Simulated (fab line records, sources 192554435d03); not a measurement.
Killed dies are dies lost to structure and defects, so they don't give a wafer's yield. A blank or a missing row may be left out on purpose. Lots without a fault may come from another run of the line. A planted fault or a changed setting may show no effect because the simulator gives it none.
Split-lot experiment | flow n5_finfet | 7 lots, 21 wafers read, on a route of 1938 steps

THE SPLIT
At N5_BEOL_M12_SPUTTER_44 (material Ta, target thk 10 nm, time 16.13 s), the setting time_s was moved away from the recipe's 16.13 s on 7 of the 21 wafers read, by -9.5% to +9.4%. The other wafers ran this setting at the recipe's value.

The reading is taken at the split's own step.

THE READING
Ta_of_BEOL_M12_SPUTTER_44.thk_nm (the simulator's own value, which no gauge read), in nm, at N5_BEOL_M12_SPUTTER_44 (material Ta, target thk 10 nm, time 16.13 s). The file gives no usual value for it. The 14 wafers here that ran the recipe average 10.1 nm, standard deviation 0.16 nm.

wafer  | tool, chamber at the split | time_s as run, s | against the recipe | Ta_of_BEOL_M12_SPUTTER_44.thk_nm, nm | against lot-mates on the recipe
L077.1 | pvd_sputter-02, -          | 16.13            | recipe             | 9.8                                  | -
L077.3 | pvd_sputter-02, -          | 17.12            | +6.1%              | 10.6                                 | +0.8
L077.4 | pvd_sputter-02, -          | 17.12            | +6.1%              | 10.6                                 | +0.8
L080.1 | pvd_sputter-01, -          | 16.13            | recipe             | 10                                   | -
L080.3 | pvd_sputter-01, -          | 16.13            | recipe             | 10                                   | -
L080.4 | pvd_sputter-01, -          | 16.13            | recipe             | 10                                   | -
L082.1 | pvd_sputter-01, -          | 16.13            | recipe             | 10                                   | -
L082.6 | pvd_sputter-01, -          | 16.13            | recipe             | 10                                   | -
L082.4 | pvd_sputter-01, -          | 14.6             | -9.5%              | 9.2                                  | -0.8
L086.2 | pvd_sputter-02, -          | 16.13            | recipe             | 9.8                                  | -
L086.4 | pvd_sputter-02, -          | 17.42            | +8.0%              | 10.6                                 | +0.8
L086.6 | pvd_sputter-02, -          | 17.42            | +8.0%              | 10.8                                 | +1.0
L091.1 | pvd_sputter-02, -          | 16.13            | recipe             | 10                                   | -
L091.2 | pvd_sputter-02, -          | 16.13            | recipe             | 10                                   | -
L091.3 | pvd_sputter-02, -          | 16.13            | recipe             | 10.2                                 | -
L095.2 | pvd_sputter-02, -          | 14.92            | -7.5%              | 9.2                                  | -1.0
L095.3 | pvd_sputter-02, -          | 16.13            | recipe             | 10.2                                 | -
L095.6 | pvd_sputter-02, -          | 16.13            | recipe             | 10.2                                 | -
L094.3 | pvd_sputter-03, -          | 16.13            | recipe             | 10.4                                 | -
L094.5 | pvd_sputter-03, -          | 17.65            | +9.4%              | 11                                   | +0.7
L094.6 | pvd_sputter-03, -          | 16.13            | recipe             | 10.2                                 | -

THE FIT
A straight line over all 21 wafers: Ta_of_BEOL_M12_SPUTTER_44.thk_nm changes by +0.0929 nm for each +1% of time_s; r = +0.95; the points scatter about the line by 0.15 nm.
The same after taking each lot's own level away (the mean of its wafers on the recipe; 21 wafers): +0.104 nm for each +1%; r = +0.97; scatter 0.12 nm.
On that fit, the largest move of time_s shifts the reading by 0.99 nm.
The lots' own levels span 9.80 to 10.30 nm, that is 3.1 times the standard deviation above.
So the lot-to-lot level changes the slope: the two fits differ.
Check: with one of the wafers moved furthest among these (-9.5%) left out of the fit, the line predicts -1.07 nm for it against its lot-mates. It came out at -0.8 nm against them.

OTHER SPLITS ON THESE WAFERS
These wafers also went through other splits before the reading. Each is held against what the fit with the lots' levels taken away leaves over:
other split on the same wafers | wafers away from the commonest value | r with Ta_of_BEOL_M12_SPUTTER_44.thk_nm (lot level and that fit taken away)
N5_BEOL_M8_EXPOSE_25 dose_mj   | 9                                    | +0.05
N5_BEOL_M9_ILD_DEP_00 time_s   | 8                                    | +0.07
N5_BEOL_M9_COAT_60 spin_rpm    | 6                                    | -0.25
N5_BEOL_M10_COAT_63 spin_rpm   | 8                                    | -0.52
N5_BEOL_M10_PEB_26 peb_time_s  | 3                                    | -0.12
N5_BEOL_M11_ALD_74 ald_cycles  | 10                                   | -0.40

THE FILE'S OWN FIT
Ta_of_BEOL_M12_SPUTTER_44.thk_nm changes by +0.1 nm for each +1% of time_s, r = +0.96.
